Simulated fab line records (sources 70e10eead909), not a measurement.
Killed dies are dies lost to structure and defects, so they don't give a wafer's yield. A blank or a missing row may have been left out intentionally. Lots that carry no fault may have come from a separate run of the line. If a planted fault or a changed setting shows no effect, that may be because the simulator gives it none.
fab line records	flow nand-harc
record: lots: 14	wafers: 42	last-day: 34
route steps=1302 shown P_M2@349 P_BONDPAD@352 END@1302
lots untouched by any fault: they come from a run of this same line in which no faults occurred
start-h: hours from the record's first day to the start of the lot's first wafer shown	wait-h: hours since the lot's step before	" repeats the value in the row above	L1.1+2: a single row standing in for several wafers	- no value, or no start given	* or withheld: withheld	< > ~ a bound
route shown NAME@n: a module of which the file shows steps, and the number in the route of the first	usual: mean and standard deviation over wafers with no fault	same: alike in all rows	chamber/n: place in a boat	sites: readings site by site	_std_site: standard deviation of those values	_edge_site: outer sites' mean less inner sites'	radius-mm: how far each site lies from the wafer's centre	mask NAME#n: copy n	behind: the last tool/chamber to shape the wafer	hold: cause of the lot's hold/its duration in hours/its outcome	device: whichever transistor did not switch (one of n, p or np)	end of line: the route-end tests of the same wafers	where a step has no rows: the recipe by itself	killed: not the wafer's yield, but the dies lost to structure and defects at the first sort	map: a wafer's dies, marking killed ones x, the rest . and places with no die _
set.NAME: the setting the step ran with; set.NAME@STEP: the setting that earlier step ran with	model.NAME: the simulator's own value behind a step, which no gauge read
steps of the route over a sample of lots; a table a step, a row a wafer
services: a tool's chamber out of use, with start hour (start-h, from the record's first day; less than 0 if before it), hours out, and reason
== steps ==
step: NHARC_P_M2_PRE_CLEAN_32
recipe: time-s: 12	temp-c: 370	rf-power-w: 300	gas: NH3
usual: heater-power-w: 600/56
lot.wafer	tool	chamber	start-h	wait-h	heater-power-w	since-wet-clean-h
L607.1	pecvd-03	2	137.62	0.1	507	121
L607.2	"	0	"	"	572	121
L607.4	"	2	"	"	506	-
L608.5	pecvd-03	0	143.05	0.1	606	-
L608.4	"	1	"	"	584	-
L608.6	"	2	"	"	598	-
L610.3	pecvd-03	1	167.08	0.1	607	150
L610.1	"	2	"	"	544	150
L610.5	"	1	"	"	593	-
L612.2	pecvd-01	0	178.60	0.1	691	35
L612.6	"	1	"	"	518	-
L612.4	"	2	"	"	504	-
L611.3	pecvd-03	0	179.04	0.1	588	162
L611.6	"	2	"	"	564	-
L611.5	"	0	"	"	577	-
L613.6	pecvd-01	2	201.15	0.1	567	-
L613.4	"	0	"	"	688	-
L613.5	"	1	"	"	534	-
L614.2	pecvd-01	1	208.16	0.1	545	65
L614.1	"	2	"	"	538	65
L614.4	"	1	"	"	542	-
L617.2	pecvd-01	0	232.46	0.1	658	89
L617.4	"	1	"	"	617	-
L617.6	"	0	"	"	671	-
L621.2	pecvd-03	2	274.96	0.1	574	77
L621.6	"	2	"	"	571	-
L621.5	"	0	"	"	656	-
L622.1	pecvd-01	0	277.29	0.1	700	134
L622.2	"	2	"	"	575	134
L622.4	"	0	"	"	709	-
L623.3	pecvd-01	1	291.14	0.1	584	148
L623.5	"	2	"	"	564	-
L623.6	"	0	"	"	658	-
L624.2	pecvd-02	0	303.69	0.1	608	63
L624.1	"	1	"	"	628	63
L624.4	"	0	"	"	598	-
L625.2	pecvd-02	2	319.04	0.3	625	79
L625.1	"	0	"	"	646	79
L625.3	"	1	"	"	635	79
L628.1	pecvd-01	0	347.33	0.1	643	23
L628.2	"	1	"	"	609	23
L628.6	"	2	"	"	532	-
step: NHARC_P_M2_DEP_33
recipe: target-thk-a: 300	temp-c: 370	target-thk-nm: 30	pressure-torr: 3	flow-sccm: 200	rf-w: 450	material: SiCN
usual: heater-power-w: 540/58
lot.wafer	tool	chamber	start-h	wait-h	heater-power-w	since-wet-clean-h
L607.1	pecvd-03	2	137.74	0.1	491	121
L607.2	"	0	"	"	603	121
L607.4	"	2	"	"	491	-
L608.5	pecvd-03	0	143.22	0.2	523	-
L608.4	"	1	"	"	491	-
L608.6	"	2	"	"	441	-
L610.3	pecvd-03	1	167.16	0.1	485	150
L610.1	"	2	"	"	537	150
L610.5	"	1	"	"	490	-
L612.2	pecvd-01	0	178.73	0.1	648	36
L612.6	"	1	"	"	538	-
L612.4	"	2	"	"	521	-
L611.3	pecvd-03	0	179.18	0.1	583	162
L611.6	"	2	"	"	530	-
L611.5	"	0	"	"	586	-
L613.6	pecvd-01	2	201.31	0.2	416	-
L613.4	"	0	"	"	551	-
L613.5	"	1	"	"	550	-
L614.2	pecvd-01	1	208.27	0.1	450	65
L614.1	"	2	"	"	483	65
L614.4	"	1	"	"	443	-
L617.2	pecvd-01	0	232.60	0.1	657	90
L617.4	"	1	"	"	558	-
L617.6	"	0	"	"	668	-
L621.2	pecvd-03	2	275.07	0.1	483	77
L621.6	"	2	"	"	496	-
L621.5	"	0	"	"	501	-
L622.1	pecvd-01	0	277.37	0.1	621	134
L622.2	"	2	"	"	463	134
L622.4	"	0	"	"	601	-
L623.3	pecvd-01	1	291.22	0.1	536	148
L623.5	"	2	"	"	511	-
L623.6	"	0	"	"	644	-
L624.2	pecvd-02	0	303.77	0.1	586	64
L624.1	"	1	"	"	598	64
L624.4	"	0	"	"	606	-
L625.2	pecvd-02	2	319.12	0.1	586	79
L625.1	"	0	"	"	556	79
L625.3	"	1	"	"	505	79
L628.1	pecvd-01	0	347.41	0.1	620	23
L628.2	"	1	"	"	491	23
L628.6	"	2	"	"	466	-
step: NHARC_P_BONDPAD_CMP_32
recipe: target-thk-nm: 200	material: SiCN
usual: motor-current-A: 12.5/1.1
lot.wafer	tool	chamber	start-h	wait-h	motor-current-A
L607.1	cmp-03	2	139.47	0.8	13.2
L607.4	"	0	"	"	11.7
L607.2	"	1	"	"	12.0
L608.4	cmp-03	3	143.96	-	14.8
L608.5	"	1	"	"	13.0
L608.6	"	2	"	"	12.8
L610.1	cmp-01	2	168.02	-	11.6
L610.3	"	1	"	"	13.3
L610.5	"	2	"	"	11.1
L612.2	cmp-04	2	179.45	-	13.2
L612.4	"	3	"	"	10.6
L612.6	"	2	"	"	12.6
L611.3	cmp-03	1	180.13	-	12.7
L611.6	"	3	"	"	14.3
L611.5	"	0	"	"	11.9
L613.4	cmp-01	1	202.03	-	13.6
L613.6	"	0	"	"	11.2
L613.5	"	1	"	"	12.6
L614.4	cmp-03	1	209.04	-	13.1
L614.1	"	2	"	"	12.8
L614.2	"	0	"	"	11.5
L617.2	cmp-03	3	233.31	-	14.0
L617.4	"	1	"	"	13.1
L617.6	"	0	"	"	12.1
L621.2	cmp-04	2	276.07	-	12.9
L621.5	"	0	"	"	12.3
L621.6	"	1	"	"	12.5
L622.1	cmp-03	3	278.18	-	13.9
L622.2	"	1	"	"	13.3
L622.4	"	2	"	"	13.1
L623.3	cmp-04	1	292.11	-	12.6
L623.5	"	2	"	"	13.6
L623.6	"	3	"	"	10.8
L624.1	cmp-03	2	304.59	-	12.8
L624.4	"	3	"	"	14.5
L624.2	"	0	"	"	11.5
L625.2	cmp-01	0	319.95	-	10.9
L625.3	"	2	"	"	11.7
L625.1	"	3	"	"	12.8
L628.2	cmp-03	3	348.22	-	14.2
L628.1	"	1	"	"	12.4
L628.6	"	0	"	"	12.0
step: NHARC_P_BONDPAD_STRIP_16
recipe: time-s: 600	temp-c: 30	chemistry: post-etch-residue-remover
usual: bath-heat-duty-pct: 13.4/1.7	run-length-s: 603.4/0.95
lot.wafer	tool	chamber	start-h	wait-h	bath-heat-duty-pct	run-length-s
L607.1	wet-bench-10	7	145.05	-	12.1	604.5
L607.2	"	1	"	"	16.1	603.9
L607.4	"	2	"	"	14.9	602.6
L608.6	wet-bench-10	3	145.62	-	17.1	603.3
L608.4	"	5	"	"	12.8	604.3
L608.5	"	7	"	"	12.0	604.1
L610.5	wet-bench-10	5	169.59	-	13.1	603.3
L610.3	"	7	"	"	12.7	604.7
L610.1	"	1	"	"	15.4	603.8
L612.2	wet-bench-10	6	181.11	-	13.7	605.2
L612.6	"	1	"	"	15.2	603.2
L612.4	"	3	"	"	15.4	603.4
L611.3	wet-bench-08	5	181.89	-	12.9	604.1
L611.6	"	0	"	"	9.1	602.8
L611.5	"	1	"	"	12.7	603.3
L613.4	wet-bench-08	5	203.70	-	12.6	605.0
L613.5	"	1	"	"	14.3	603.6
L613.6	"	2	"	"	16.0	604.4
L614.1	wet-bench-10	0	210.75	-	11.9	602.3
L614.2	"	2	"	"	13.9	603.4
L614.4	"	3	"	"	16.0	603.3
L617.6	wet-bench-08	5	234.89	-	12.8	604.3
L617.4	"	0	"	"	10.7	601.8
L617.2	"	1	"	"	14.0	602.7
L621.6	wet-bench-08	7	277.72	-	-	-
L621.2	"	0	"	"	-	-
L621.5	"	1	"	"	-	-
L622.1	wet-bench-08	4	279.88	-	-	-
L622.4	"	5	"	"	-	-
L622.2	"	7	"	"	-	-
L623.5	wet-bench-08	6	293.74	-	-	-
L623.3	"	7	"	"	-	-
L623.6	"	0	"	"	-	-
L624.1	wet-bench-10	6	306.31	-	14.7	603.1
L624.4	"	7	"	"	10.9	604.8
L624.2	"	1	"	"	15.5	603.2
L625.3	wet-bench-10	0	321.67	-	12.4	602.2
L625.1	"	1	"	"	15.2	605.2
L625.2	"	3	"	"	14.8	605.1
L628.6	wet-bench-08	3	349.92	-	15.1	602.4
L628.1	"	4	"	"	11.3	603.4
L628.2	"	6	"	"	13.6	603.5
step: NHARC_END_SORT_01
recipe: temp-c: 25
usual: defect-limited-yield: 91.0/2.6	killed-at-array: 57/17	killed-at-other: 0.5/0.82	killed-at-periphery: 4.0/2.8	killed-dies: 61/18	killed-open: 2.9/2	killed-short: 2.3/1.7
same: gross-dies: 677
lot.wafer	tool	chamber	start-h	wait-h	defect-limited-yield[%]	killed-at-array	killed-at-other	killed-at-periphery	killed-dies	killed-open	killed-short
L607.1	prober-01	0	577.16	2.5	94.1	37	1	2	40	4	1
L607.2	prober-01	0	577.95	2.8	95.1	30	0	3	33	1	2
L607.4	prober-01	0	579.54	3.4	94.1	36	2	2	40	0	5
L611.3	prober-02	0	608.49	3.1	90.3	59	1	6	66	3	1
L611.5	prober-02	0	610.11	3.7	89.5	67	0	4	71	4	1
L611.6	prober-02	0	610.92	4.1	90.1	64	2	1	67	3	1
L610.1	prober-01	0	614.61	2.5	89.8	64	1	4	69	2	1
L610.3	prober-01	0	616.20	3.1	89.8	65	0	4	69	6	3
L610.5	prober-01	0	617.78	3.7	89.5	66	0	5	71	1	2
L614.1	prober-02	0	638.08	2.5	91.9	52	1	2	55	6	1
L614.2	prober-02	0	638.87	2.8	91.3	57	0	2	59	4	0
L614.4	prober-02	0	640.45	3.4	92.8	46	0	3	49	4	1
L617.2	prober-01	0	702.11	2.8	89.7	69	0	1	70	4	4
L617.4	prober-01	0	703.70	3.4	87.4	82	0	3	85	3	3
L617.6	prober-01	0	705.29	4.0	90.4	64	0	1	65	8	0
L623.3	prober-01	0	719.62	3.1	91.7	53	0	3	56	2	0
L623.5	prober-01	0	721.23	3.7	88.0	77	0	4	81	7	5
L623.6	prober-01	0	722.03	4.0	92.2	51	0	2	53	3	1
L625.1	prober-01	0	743.89	2.5	91.3	53	0	6	59	4	4
L625.2	prober-01	0	744.70	2.8	91.7	51	0	5	56	3	2
L625.3	prober-01	0	745.50	3.1	90.3	58	0	8	66	4	4
L628.1	prober-02	0	803.20	2.5	88.8	68	0	8	76	1	4
L628.2	prober-02	0	804.00	2.8	89.2	62	0	11	73	8	1
L628.6	prober-02	0	807.24	4.0	87.0	81	0	7	88	0	3
killed by level:class
L607.1 A_SLIT:chamber-film-flake=22 A_CHANNEL_HOLE_D2:chamber-film-flake=4 A_STAIRCASE:chamber-film-flake=3 A_WL_FILL:chamber-film-flake=2 P_STI:geometric-particle:short=1 A_ONON_D1:geometric-particle:open=1 A_BLC:geometric-particle:open=1 A_M1:geometric-particle:open=1
L607.2 A_SLIT:chamber-film-flake=20 A_CHANNEL_HOLE_D2:chamber-film-flake=3 P_GATE:chamber-film-flake=2 A_CONTACT:chamber-film-flake=2 A_WL_FILL:geometric-particle:short=1 A_WL_FILL:geometric-particle:open=1 A_M1:geometric-particle:short=1 P_M1:chamber-film-flake=1
L607.4 A_SLIT:chamber-film-flake=22 A_WL_FILL:chamber-film-flake=3 A_WL_FILL:geometric-particle:short=2 A_DECK1_JOINT:chamber-film-flake=2 A_CHANNEL_HOLE_D2:chamber-film-flake=2 THIN_TSV:chamber-film-flake=2 P_CONTACT:geometric-particle:short=1 A_ONON_D2:geometric-particle:short=1
L611.3 A_CHANNEL_HOLE_D2:chamber-film-flake=24 A_CHANNEL_HOLE_D1:chamber-film-flake=22 A_SLIT:chamber-film-flake=4 P_STI:chamber-film-flake=3 A_CONTACT:chamber-film-flake=3 A_CHANNEL_FILL_D1:chamber-film-flake=2 P_M0:geometric-particle:open=1 A_CONTACT:geometric-particle:open=1
L611.5 A_CHANNEL_HOLE_D2:chamber-film-flake=32 A_CHANNEL_HOLE_D1:chamber-film-flake=21 A_CONTACT:chamber-film-flake=5 A_STAIRCASE:chamber-film-flake=3 P_GATE:chamber-film-flake=2 P_M2:geometric-particle:open=1 A_SOURCE_PLATE:geometric-particle:open=1 A_CHANNEL_FILL_D2:geometric-particle:short=1
L611.6 A_CHANNEL_HOLE_D1:chamber-film-flake=33 A_CHANNEL_HOLE_D2:chamber-film-flake=19 A_CONTACT:chamber-film-flake=6 A_M0:geometric-particle:open=2 THIN_TSV:chamber-film-flake=2 A_CHANNEL_FILL_D2:geometric-particle:open=1 A_STAIRCASE:geometric-particle:short=1 P_STI:chamber-film-flake=1
L610.1 A_CHANNEL_HOLE_D2:chamber-film-flake=29 A_SLIT:chamber-film-flake=28 A_CHANNEL_HOLE_D1:chamber-film-flake=5 P_ZERO_WELL:chamber-film-flake=2 P_CONTACT:chamber-film-flake=2 A_SGD_CUT:geometric-particle:open=1 A_M0:geometric-particle:open=1 STARTING-WAFER:geometric-particle:short=1
L610.3 A_SLIT:chamber-film-flake=27 A_CHANNEL_HOLE_D2:chamber-film-flake=19 A_CONTACT:chamber-film-flake=5 A_M0:geometric-particle:open=3 A_CHANNEL_HOLE_D1:chamber-film-flake=2 P_M2:geometric-particle:short=1 A_DECK1_JOINT:geometric-particle:short=1 A_ONON_D2:geometric-particle:open=1
L610.5 A_CHANNEL_HOLE_D2:chamber-film-flake=32 A_SLIT:chamber-film-flake=26 A_CONTACT:chamber-film-flake=3 P_ZERO_WELL:chamber-film-flake=2 P_M0:geometric-particle:short=1 A_CHANNEL_HOLE_D1:geometric-particle:short=1 A_ONON_D2:geometric-particle:open=1 P_GATE:chamber-film-flake=1
L614.1 A_SLIT:chamber-film-flake=32 A_CHANNEL_HOLE_D2:chamber-film-flake=6 A_CHANNEL_FILL_D1:geometric-particle:open=2 A_DECK1_JOINT:chamber-film-flake=2 A_STAIRCASE:chamber-film-flake=2 P_M0:geometric-particle:open=1 A_SOURCE_PLATE:geometric-particle:open=1 A_WL_FILL:geometric-particle:short=1
L614.2 A_SLIT:chamber-film-flake=33 A_CHANNEL_HOLE_D2:chamber-film-flake=11 A_DECK1_JOINT:chamber-film-flake=4 A_STAIRCASE:chamber-film-flake=3 A_CHANNEL_FILL_D2:geometric-particle:open=2 A_CHANNEL_HOLE_D1:chamber-film-flake=2 P_CONTACT:geometric-particle:open=1 A_DECK1_JOINT:geometric-particle:open=1
L614.4 A_SLIT:chamber-film-flake=20 A_CHANNEL_HOLE_D2:chamber-film-flake=13 A_CHANNEL_HOLE_D1:chamber-film-flake=3 A_DECK1_JOINT:chamber-film-flake=3 A_STAIRCASE:chamber-film-flake=2 P_M0:geometric-particle:short=1 P_M2:geometric-particle:open=1 A_CHANNEL_HOLE_D1:geometric-particle:open=1
L617.2 A_SLIT:chamber-film-flake=33 A_CHANNEL_HOLE_D1:chamber-film-flake=15 A_STAIRCASE:chamber-film-flake=6 A_CONTACT:chamber-film-flake=6 A_SOURCE_PLATE:geometric-particle:short=2 A_DECK1_JOINT:geometric-particle:short=1 A_DECK1_JOINT:geometric-particle:open=1 A_SGD_CUT:geometric-particle:short=1
L617.4 A_CHANNEL_HOLE_D1:chamber-film-flake=36 A_SLIT:chamber-film-flake=33 A_CONTACT:chamber-film-flake=3 P_M0:geometric-particle:short=2 A_CHANNEL_FILL_D2:geometric-particle:open=2 A_CHANNEL_FILL_D1:chamber-film-flake=2 A_STAIRCASE:chamber-film-flake=2 A_WL_FILL:chamber-film-flake=2
L617.6 A_SLIT:chamber-film-flake=30 A_CHANNEL_HOLE_D1:chamber-film-flake=17 A_CONTACT:chamber-film-flake=4 A_STAIRCASE:chamber-film-flake=3 A_CHANNEL_FILL_D2:geometric-particle:open=2 A_CHANNEL_FILL_D1:geometric-particle:open=1 A_SGD_CUT:geometric-particle:open=1 A_WL_FILL:geometric-particle:open=1
L623.3 A_CHANNEL_HOLE_D2:chamber-film-flake=26 A_CHANNEL_HOLE_D1:chamber-film-flake=17 P_M1:chamber-film-flake=3 A_SLIT:chamber-film-flake=3 A_STAIRCASE:chamber-film-flake=2 A_SOURCE_PLATE:geometric-particle:open=1 A_BLC:geometric-particle:open=1 A_WL_FILL:chamber-film-flake=1
L623.5 A_CHANNEL_HOLE_D1:chamber-film-flake=33 A_CHANNEL_HOLE_D2:chamber-film-flake=28 A_CONTACT:chamber-film-flake=4 A_ONON_D2:geometric-particle:open=3 A_SLIT:chamber-film-flake=2 P_M0:geometric-particle:short=1 P_M1:geometric-particle:open=1 A_SOURCE_PLATE:geometric-particle:open=1
L623.6 A_CHANNEL_HOLE_D2:chamber-film-flake=24 A_CHANNEL_HOLE_D1:chamber-film-flake=20 A_CONTACT:chamber-film-flake=2 P_M0:geometric-particle:open=1 A_CHANNEL_FILL_D1:geometric-particle:open=1 A_SGD_CUT:geometric-particle:open=1 A_WL_FILL:geometric-particle:short=1 P_M1:chamber-film-flake=1
L625.1 A_CHANNEL_HOLE_D2:chamber-film-flake=26 A_CHANNEL_HOLE_D1:chamber-film-flake=10 P_M2:chamber-film-flake=3 A_STAIRCASE:chamber-film-flake=3 A_M0:chamber-film-flake=3 A_SLIT:chamber-film-flake=2 A_CONTACT:chamber-film-flake=2 P_CONTACT:geometric-particle:open=1
L625.2 A_CHANNEL_HOLE_D2:chamber-film-flake=23 A_CHANNEL_HOLE_D1:chamber-film-flake=10 P_M2:chamber-film-flake=4 A_SLIT:chamber-film-flake=3 A_M0:chamber-film-flake=2 A_STAIRCASE:chamber-film-flake=2 A_WL_FILL:chamber-film-flake=2 A_CONTACT:chamber-film-flake=2
L625.3 A_CHANNEL_HOLE_D2:chamber-film-flake=20 A_CHANNEL_HOLE_D1:chamber-film-flake=17 A_CONTACT:chamber-film-flake=5 P_M2:chamber-film-flake=3 A_WL_FILL:chamber-film-flake=3 A_ONON_D1:geometric-particle:open=2 P_GATE:chamber-film-flake=2 A_CHANNEL_FILL_D1:chamber-film-flake=2
L628.1 A_CHANNEL_HOLE_D2:chamber-film-flake=22 A_SLIT:chamber-film-flake=21 A_CHANNEL_HOLE_D1:chamber-film-flake=8 P_CONTACT:chamber-film-flake=4 A_STAIRCASE:chamber-film-flake=4 P_ZERO_WELL:chamber-film-flake=3 A_WL_FILL:chamber-film-flake=3 A_CONTACT:chamber-film-flake=3
L628.2 A_CHANNEL_HOLE_D2:chamber-film-flake=22 A_SLIT:chamber-film-flake=15 A_CHANNEL_HOLE_D1:chamber-film-flake=9 P_CONTACT:chamber-film-flake=4 A_M0:geometric-particle:open=3 P_ZERO_WELL:chamber-film-flake=3 A_ZERO_WELL:chamber-film-flake=3 A_CONTACT:chamber-film-flake=3
L628.6 A_SLIT:chamber-film-flake=31 A_CHANNEL_HOLE_D2:chamber-film-flake=20 A_CHANNEL_HOLE_D1:chamber-film-flake=18 A_STAIRCASE:chamber-film-flake=6 P_CONTACT:chamber-film-flake=5 P_ZERO_WELL:chamber-film-flake=2 A_CONTACT:chamber-film-flake=2 A_ONON_D1:geometric-particle:short=1
== services ==
tool	chamber	start-h	hours	kind
pecvd-03	-	118.24	0.9	repair
wet-bench-08	-	118.40	8.0	pm
pecvd-02	0	124.22	15.3	repair
pecvd-01	-	130.13	13.0	pm
pecvd-02	1	132.52	12.1	repair
wet-bench-10	-	135.20	8.0	pm
pecvd-03	1	136.64	4.5	repair
cmp-01	-	141.31	3.3	repair
cmp-01	-	147.22	1.6	repair
cmp-03	-	152.89	2.2	repair
cmp-03	-	162.13	4.0	pm
pecvd-01	-	170.30	2.1	repair
cmp-03	-	175.14	1.9	repair
pecvd-03	-	185.12	13.0	pm
cmp-03	-	193.45	0.8	repair
pecvd-02	-	227.21	13.0	pm
pecvd-01	-	237.66	0.9	repair
cmp-03	-	260.21	4.0	pm
pecvd-02	-	288.58	1.5	repair
wet-bench-08	-	294.40	8.0	pm
cmp-03	-	301.02	0.3	repair
pecvd-01	-	311.13	13.0	pm
wet-bench-10	-	311.20	8.0	pm
pecvd-01	2	325.41	5.6	repair
== key ==
first-sign: step: NHARC_P_BONDPAD_STRIP_16	reading: tool-record	direction: missing
effect none on later readings
met-at NHARC_P_BONDPAD_STRIP_16
struck-lots L621,L622,L623
not-acting-at NHARC_P_M2_PRE_CLEAN_32,NHARC_P_M2_DEP_33,NHARC_P_BONDPAD_CMP_32
onset-between 234.89 277.72
fault: kind: skipped-step-whole	tool: wet-bench-08	chamber: -	onset-h: 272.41	steps: NHARC_P_BONDPAD_STRIP_16	scope: struck-lots-only
